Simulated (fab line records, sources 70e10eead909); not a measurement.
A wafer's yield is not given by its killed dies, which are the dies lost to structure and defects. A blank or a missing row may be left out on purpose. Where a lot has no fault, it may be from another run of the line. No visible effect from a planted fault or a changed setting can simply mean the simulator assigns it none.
Which tool was responsible? | flow nand harc | 72 wafers from 24 lots sampled at 6 of the route's 1159 steps

== WHAT EACH GAUGE READ, for each wafer ==
The record lacks any reading of a measuring or inspecting step that a usual standard deviation could be used to judge.

== EACH LOT AND THE TOOL THAT RAN IT (in order: tool; ch and the chambers of the sampled wafers; start) ==
lot  | NHARC_A_CONTACT_ETCH_120             | NHARC_A_CONTACT_DESCUM_74          | NHARC_A_CONTACT_ETCH_128             | NHARC_A_CONTACT_ETCH_133             | NHARC_A_CONTACT_ETCH_89        | NHARC_A_CONTACT_ETCH_98
L074 | har cap etch-03 ch 0,1, day 15 20:50 | rie diel-05 ch 1,2,3, day 16 04:38 | har cap etch-03 ch 0,1, day 16 06:37 | har cap etch-03 ch 0,1, day 16 07:35 | rie diel-04 ch 0,3, no start   | rie diel-04 ch 1,2, no start
L076 | har cap etch-01 ch 0,1, day 16 18:45 | rie diel-07 ch 0,1,2, day 16 23:34 | har cap etch-02 ch 0,1, day 17 01:55 | har cap etch-02 ch 0,1, day 17 02:40 | rie diel-05 ch 1,2, no start   | rie diel-04 ch 0,3, no start
L075 | har cap etch-02 ch 0,1, day 16 23:31 | rie diel-05 ch 1,2, day 17 04:17   | har cap etch-01 ch 0,1, day 17 06:05 | har cap etch-01 ch 0,1, day 17 06:48 | rie diel-07 ch 0,2,3, no start | rie diel-05 ch 0,1,3, no start
L077 | har cap etch-03 ch 0,1, day 17 01:07 | rie diel-04 ch 0,1,2, day 17 07:34 | har cap etch-02 ch 0,1, day 17 09:42 | har cap etch-02 ch 0,1, day 17 10:31 | rie diel-04 ch 1,2,3, no start | rie diel-05 ch 1,2, no start
L078 | har cap etch-03 ch 0,1, day 17 05:23 | rie diel-05 ch 2,3, day 17 11:16   | har cap etch-01 ch 0,1, day 17 13:32 | har cap etch-01 ch 0,1, day 17 14:14 | rie diel-04 ch 0,2,3, no start | rie diel-04 ch 0,3, no start
L079 | har cap etch-01 ch 0,1, day 17 09:40 | rie diel-04 ch 1,2,3, day 17 14:37 | har cap etch-02 ch 0,1, day 17 16:34 | har cap etch-02 ch 0,1, day 17 17:16 | rie diel-04 ch 2,3, no start   | rie diel-04 ch 0,2,3, no start
L082 | har cap etch-02 ch 1, day 18 03:52   | rie diel-04 ch 0,1,3, day 18 09:42 | har cap etch-01 ch 0,1, day 18 11:27 | har cap etch-01 ch 0,1, day 18 12:11 | rie diel-04 ch 0,1,2, no start | rie diel-04 ch 0,2,3, no start
L084 | har cap etch-03 ch 0,1, day 18 14:40 | rie diel-07 ch 2,3, day 18 19:54   | har cap etch-01 ch 0,1, day 18 21:41 | har cap etch-01 ch 0,1, day 18 22:24 | rie diel-04 ch 0,2,3, no start | rie diel-05 ch 1,3, no start
L081 | har cap etch-02 ch 0,1, day 18 16:18 | rie diel-07 ch 0,1,2, day 18 22:01 | har cap etch-03 ch 0,1, day 18 23:46 | har cap etch-03 ch 0,1, day 19 00:28 | rie diel-05 ch 1,2,3, no start | rie diel-04 ch 1,2, no start
L083 | har cap etch-01 ch 0,1, day 18 17:10 | rie diel-05 ch 0,1,2, day 18 22:16 | har cap etch-02 ch 0,1, day 19 00:00 | har cap etch-02 ch 0,1, day 19 00:43 | rie diel-07 ch 0,1, no start   | rie diel-05 ch 0,1,3, no start
L080 | har cap etch-02 ch 0,1, day 18 20:15 | rie diel-04 ch 1,2,3, day 19 01:35 | har cap etch-01 ch 1, day 19 03:19   | har cap etch-01 ch 1, day 19 04:01   | rie diel-04 ch 0,3, no start   | rie diel-04 ch 1,3, no start
L087 | har cap etch-02 ch 0,1, day 19 16:35 | rie diel-04 ch 1,2,3, day 19 21:29 | har cap etch-03 ch 0,1, day 19 23:58 | har cap etch-03 ch 0,1, day 20 00:57 | rie diel-04 ch 0,1,2, no start | rie diel-05 ch 1,3, no start
L086 | har cap etch-01 ch 0,1, day 19 17:04 | rie diel-04 ch 2,3, day 19 21:59   | har cap etch-02 ch 0,1, day 20 00:14 | har cap etch-02 ch 0,1, day 20 00:56 | rie diel-04 ch 1,2,3, no start | rie diel-07 ch 0,1, no start
L089 | har cap etch-01 ch 0,1, day 20 00:55 | rie diel-05 ch 0,1,3, day 20 06:59 | har cap etch-01 ch 0,1, day 20 08:47 | har cap etch-01 ch 0,1, day 20 09:31 | rie diel-07 ch 1,2,3, no start | rie diel-07 ch 1,3, no start
L085 | har cap etch-02 ch 0,1, day 20 02:08 | rie diel-04 ch 1,2,3, day 20 08:45 | har cap etch-01 ch 0,1, day 20 10:55 | har cap etch-01 ch 0,1, day 20 11:38 | rie diel-05 ch 0,1,2, no start | rie diel-04 ch 0,1,2, no start
L088 | har cap etch-03 ch 0, day 20 05:15   | rie diel-07 ch 0,2, day 20 10:52   | har cap etch-03 ch 1, day 20 12:55   | har cap etch-03 ch 1, day 20 13:52   | rie diel-04 ch 2,3, no start   | rie diel-04 ch 0,2,3, no start
L091 | har cap etch-03 ch 0,1, day 20 09:10 | rie diel-07 ch 0,3, day 20 15:52   | har cap etch-01 ch 0,1, day 20 17:39 | har cap etch-01 ch 0,1, day 20 18:25 | rie diel-04 ch 0,1,3, no start | rie diel-04 ch 0,1, no start
L090 | har cap etch-02 ch 0,1, day 20 10:24 | rie diel-05 ch 2,3, day 20 18:49   | har cap etch-03 ch 0,1, day 20 21:02 | har cap etch-03 ch 0,1, day 20 21:59 | rie diel-04 ch 0,3, no start   | rie diel-07 ch 0,2,3, no start
L092 | har cap etch-03 ch 0,1, day 20 18:55 | rie diel-05 ch 0,1,2, day 21 02:25 | har cap etch-01 ch 0,1, day 21 04:13 | har cap etch-01 ch 0,1, day 21 04:59 | rie diel-04 ch 1,2, no start   | rie diel-04 ch 1,2,3, no start
L093 | har cap etch-02 ch 0,1, day 20 20:39 | rie diel-04 ch 1,2,3, day 21 04:19 | har cap etch-03 ch 0,1, day 21 06:05 | har cap etch-03 ch 0,1, day 21 06:50 | rie diel-05 ch 0,2,3, no start | rie diel-04 ch 0,2,3, no start
L094 | har cap etch-01 ch 0,1, day 21 12:27 | rie diel-04 ch 1,2,3, day 21 17:28 | har cap etch-03 ch 0,1, day 21 19:14 | har cap etch-03 ch 0,1, day 21 19:56 | rie diel-04 ch 0,3, no start   | rie diel-04 ch 0,2, no start
L095 | har cap etch-03 ch 0,1, day 21 13:33 | rie diel-07 ch 1,2,3, day 21 18:17 | har cap etch-02 ch 0,1, day 21 20:02 | har cap etch-02 ch 0,1, day 21 20:44 | rie diel-07 ch 1,2, no start   | rie diel-07 ch 0,1,3, no start
L096 | har cap etch-02 ch 0,1, day 22 03:16 | rie diel-04 ch 2,3, day 22 07:51   | har cap etch-03 ch 0,1, day 22 09:36 | har cap etch-03 ch 0,1, day 22 10:18 | rie diel-04 ch 2,3, no start   | rie diel-04 ch 2,3, no start
L097 | har cap etch-01 ch 0,1, day 22 07:29 | rie diel-05 ch 0,1, day 22 12:29   | har cap etch-03 ch 0,1, day 22 14:28 | har cap etch-03 ch 0,1, day 22 15:13 | rie diel-04 ch 1,2,3, no start | rie diel-04 ch 1,3, no start
- NHARC_A_CONTACT_ETCH_120: etches the open film in C4F8/O2/Ar, time 94 s, target depth 922 nm.
- NHARC_A_CONTACT_DESCUM_74: chemistry O2, time 3 s.
- NHARC_A_CONTACT_ETCH_128: etches the open film in C4F8/O2/Ar, time 155 s, target depth 956 nm.
- NHARC_A_CONTACT_ETCH_133: etches the open film in C4F8/O2/Ar, time 195 s, target depth 840 nm.
- NHARC_A_CONTACT_ETCH_89: etches the open film in N2/H2, target depth 260 nm, time 475.3 s.
- NHARC_A_CONTACT_ETCH_98: etches the open film in C4F6/O2, target depth 20 nm, time 10 s.

== AS READ BY THE TOOLS THEMSELVES (means over the sampled wafers that have a number; for cases with no such wafer, the mark the record gives instead) ==
NHARC_A_CONTACT_DESCUM_74. Usual: drypump motor current A 5.7 A, standard deviation 0.54; o2 flow sccm 200.0 sccm, standard deviation 0.66; oes product au 0.997 a.u., standard deviation 0.013; rf vpp V 57.9 V, standard deviation 0.89; showerhead plenum p Torr 1.94 Torr, standard deviation 0.065; throttle valve pct 11.310 %, standard deviation 0.01.
lot  | tool        | drypump motor current A (A) | o2 flow sccm (sccm) | oes product au (a.u.) | rf vpp V (V) | showerhead plenum p Torr (Torr) | throttle valve pct (%) | flag
L074 | rie diel-05 | 5.9                         | 200.2               | 1.004                 | 57.6         | 1.95                            | 11.321                 |
L076 | rie diel-07 | 5.5                         | 199.6               | 0.995                 | 57.6         | 1.96                            | 11.301                 |
L075 | rie diel-05 | 6.0                         | 200.5               | 1.003                 | 58.1         | 1.98                            | 11.307                 |
L077 | rie diel-04 | 5.6                         | 200.7               | 0.999                 | 58.8         | 1.92                            | 11.307                 |
L078 | rie diel-05 | 6.3                         | 200.1               | 0.998                 | 57.7         | 1.92                            | 11.312                 |
L079 | rie diel-04 | 5.4                         | 200.3               | 0.993                 | 58.4         | 1.96                            | 11.310                 |
L082 | rie diel-04 | 5.5                         | 199.8               | 1.002                 | 57.9         | 1.93                            | 11.311                 |
L084 | rie diel-07 | 5.6                         | 200.2               | 0.984                 | 57.9         | 1.90                            | 11.301                 |
L081 | rie diel-07 | 5.5                         | 199.8               | 0.990                 | 58.0         | 1.95                            | 11.320                 |
L083 | rie diel-05 | 5.9                         | 199.9               | 0.985                 | 57.7         | 1.95                            | 11.304                 |
L080 | rie diel-04 | 5.4                         | 200.3               | 1.002                 | 58.1         | 1.96                            | 11.309                 |
L087 | rie diel-04 | 5.4                         | 200.1               | 0.998                 | 57.7         | 1.95                            | 11.308                 |
L086 | rie diel-04 | 5.5                         | 199.8               | 1.012                 | 58.3         | 1.99                            | 11.318                 |
L089 | rie diel-05 | 5.9                         | 199.3               | 0.999                 | 57.5         | 1.92                            | 11.307                 |
L085 | rie diel-04 | 5.4                         | 200.0               | 0.994                 | 57.7         | 1.95                            | 11.316                 |
L088 | rie diel-07 | 6.1                         | 199.7               | 0.983                 | 57.8         | 1.93                            | 11.311                 |
L091 | rie diel-07 | 5.1                         | 199.3               | 0.983                 | 58.1         | 2.00                            | 11.310                 |
L090 | rie diel-05 | 6.3                         | 199.7               | 1.007                 | 57.7         | 1.88                            | 11.317                 |
L092 | rie diel-05 | 6.0                         | 200.6               | 0.982                 | 57.8         | 1.94                            | 11.309                 |
L093 | rie diel-04 | 5.4                         | 200.2               | 1.006                 | 57.5         | 1.95                            | 11.305                 |
L094 | rie diel-04 | 5.4                         | 200.1               | 1.001                 | 57.6         | 1.95                            | 11.309                 |
L095 | rie diel-07 | 5.5                         | 200.3               | 1.000                 | 57.9         | 1.90                            | 11.307                 |
L096 | rie diel-04 | 5.5                         | 199.8               | 1.011                 | 57.3         | 1.99                            | 11.296                 |
L097 | rie diel-05 | 5.9                         | 199.8               | 0.992                 | 58.0         | 1.92                            | 11.320                 |

NHARC_A_CONTACT_ETCH_89. Usual: drypump motor current A 5.6 A, standard deviation 0.47; oes product au 1.003 a.u., standard deviation 0.013; rf vpp V 431.2 V, standard deviation 2; showerhead plenum p Torr 2.07 Torr, standard deviation 0.064; throttle valve pct 14.172 %, standard deviation 0.0092.
lot  | tool        | drypump motor current A (A) | oes product au (a.u.) | rf vpp V (V) | showerhead plenum p Torr (Torr) | throttle valve pct (%) | flag
L074 | rie diel-04 | 5.6                         | 1.015                 | 432.9        | 2.10                            | 14.175                 |
L076 | rie diel-05 | 5.9                         | 1.005                 | 432.9        | 2.12                            | 14.174                 |
L075 | rie diel-07 | 5.6                         | 1.004                 | 431.4        | 2.08                            | 14.168                 |
L077 | rie diel-04 | 5.5                         | 1.002                 | 431.4        | 2.09                            | 14.176                 |
L078 | rie diel-04 | 5.8                         | 1.012                 | 431.0        | 2.08                            | 14.171                 |
L079 | rie diel-04 | 5.7                         | 1.016                 | 432.8        | 2.11                            | 14.182                 |
L082 | rie diel-04 | 5.6                         | 1.005                 | 429.9        | 2.04                            | 14.181                 |
L084 | rie diel-04 | 5.7                         | 1.008                 | 432.3        | 2.08                            | 14.163                 |
L081 | rie diel-05 | 5.9                         | 0.989                 | 431.8        | 2.07                            | 14.178                 |
L083 | rie diel-07 | 5.0                         | 0.983                 | 433.0        | 2.10                            | 14.175                 |
L080 | rie diel-04 | 5.6                         | 1.017                 | 431.2        | 2.10                            | 14.179                 |
L087 | rie diel-04 | 5.6                         | 1.000                 | 431.5        | 2.04                            | 14.170                 |
L086 | rie diel-04 | 5.4                         | 1.003                 | 432.1        | 2.08                            | 14.166                 |
L089 | rie diel-07 | 5.6                         | 0.988                 | 430.1        | 2.03                            | 14.166                 |
L085 | rie diel-05 | 5.9                         | 0.995                 | 431.2        | 2.08                            | 14.170                 |
L088 | rie diel-04 | 5.6                         | 1.002                 | 432.8        | 2.12                            | 14.180                 |
L091 | rie diel-04 | 5.5                         | 1.009                 | 430.6        | 2.06                            | 14.172                 |
L090 | rie diel-04 | 5.8                         | 0.999                 | 430.2        | 2.05                            | 14.174                 |
L092 | rie diel-04 | 5.3                         | 1.003                 | 430.9        | 2.04                            | 14.172                 |
L093 | rie diel-05 | 6.3                         | 1.010                 | 428.9        | 2.00                            | 14.162                 |
L094 | rie diel-04 | 5.6                         | 1.001                 | 431.4        | 2.09                            | 14.177                 |
L095 | rie diel-07 | 6.0                         | 0.989                 | 429.2        | 2.01                            | 14.170                 |
L096 | rie diel-04 | 5.7                         | 1.020                 | 433.0        | 2.10                            | 14.174                 |
L097 | rie diel-04 | 5.4                         | 1.009                 | 430.2        | 2.08                            | 14.167                 |

NHARC_A_CONTACT_ETCH_98. Usual: c4f6 flow sccm 25.00 sccm (standard deviation 0.073); drypump motor current A 5.6 A (standard deviation 0.48); o2 flow sccm 20.00 sccm (standard deviation 0.063); oes product au 0.955 a.u. (standard deviation 0.026); rf vpp V 547.9 V (standard deviation 2.4); showerhead plenum p Torr 3.97 Torr (standard deviation 0.11); throttle valve pct 26.902 % (standard deviation 0.0091).
lot  | tool        | c4f6 flow sccm (sccm) | drypump motor current A (A) | o2 flow sccm (sccm) | oes product au (a.u.) | rf vpp V (V) | showerhead plenum p Torr (Torr) | throttle valve pct (%) | flag
L074 | rie diel-04 | 25.04                 | 5.5                         | 19.97               | 0.955                 | 548.5        | 3.98                            | 26.899                 |
L076 | rie diel-04 | 24.94                 | 5.6                         | 20.01               | 0.953                 | 548.6        | 4.02                            | 26.906                 |
L075 | rie diel-05 | 24.97                 | 6.0                         | 20.01               | 0.906                 | 547.0        | 3.94                            | 26.900                 |
L077 | rie diel-05 | 25.05                 | 5.6                         | 20.02               | 0.937                 | 550.6        | 4.11                            | 26.900                 |
L078 | rie diel-04 | 25.03                 | 5.6                         | 20.08               | 0.956                 | 549.8        | 4.02                            | 26.901                 |
L079 | rie diel-04 | 24.94                 | 5.8                         | 20.00               | 0.946                 | 548.2        | 4.00                            | 26.914                 |
L082 | rie diel-04 | 25.02                 | 5.8                         | 19.96               | 0.958                 | 548.2        | 4.00                            | 26.896                 |
L084 | rie diel-05 | 25.00                 | 5.6                         | 19.89               | 0.947                 | 549.2        | 4.05                            | 26.898                 |
L081 | rie diel-04 | 24.93                 | 5.5                         | 20.04               | 0.998                 | 547.4        | 3.98                            | 26.897                 |
L083 | rie diel-05 | 24.99                 | 6.0                         | 20.02               | 0.955                 | 546.8        | 3.94                            | 26.905                 |
L080 | rie diel-04 | 25.03                 | 5.2                         | 20.03               | 0.954                 | 548.5        | 3.96                            | 26.899                 |
L087 | rie diel-05 | 25.04                 | 5.6                         | 20.03               | 0.946                 | 548.7        | 4.04                            | 26.902                 |
L086 | rie diel-07 | 25.01                 | 5.0                         | 19.96               | 0.990                 | 550.6        | 4.10                            | 26.901                 |
L089 | rie diel-07 | 25.04                 | 5.0                         | 19.98               | 0.949                 | 547.0        | 3.94                            | 26.917                 |
L085 | rie diel-04 | 25.00                 | 5.6                         | 20.05               | 1.008                 | 547.6        | 3.92                            | 26.898                 |
L088 | rie diel-04 | 24.99                 | 5.7                         | 20.00               | 0.945                 | 549.1        | 3.99                            | 26.900                 |
L091 | rie diel-04 | 24.96                 | 5.4                         | 20.04               | 0.967                 | 546.6        | 3.88                            | 26.898                 |
L090 | rie diel-07 | 24.97                 | 5.6                         | 20.03               | 0.911                 | 548.4        | 3.97                            | 26.905                 |
L092 | rie diel-04 | 25.00                 | 5.5                         | 20.01               | 0.941                 | 549.3        | 4.00                            | 26.900                 |
L093 | rie diel-04 | 25.01                 | 5.8                         | 20.02               | 0.957                 | 548.0        | 3.99                            | 26.911                 |
L094 | rie diel-04 | 25.10                 | 5.9                         | 20.01               | 0.955                 | 547.2        | 3.96                            | 26.903                 |
L095 | rie diel-07 | 24.99                 | 5.1                         | 19.99               | 0.965                 | 549.0        | 4.01                            | 26.907                 |
L096 | rie diel-04 | 25.02                 | 5.7                         | 19.91               | 0.959                 | 548.7        | 4.03                            | 26.897                 |
L097 | rie diel-04 | 24.93                 | 5.2                         | 20.05               | 0.964                 | 546.9        | 3.95                            | 26.901                 |

== THE ANSWER, worked out from the rows above alone ==
Rule: a lot counts as off when the mean over its wafers that have a number is more than 3 standard deviations away from the usual mean. A lot without any number at a reading at which 4 lots or more have one is off too. Any other lot the step has rows for is counted as sound. The gauges are gone through in route order, then the tools' own readings, and for those a lot's mean is taken as printed above. At the first step where some lot is off, the reading lying furthest off is the one used; lots without a number count as furthest.
No lot is off on any of the readings shown, so nothing can be concluded from this.

== WHAT THE SIMULATOR PUT IN ==
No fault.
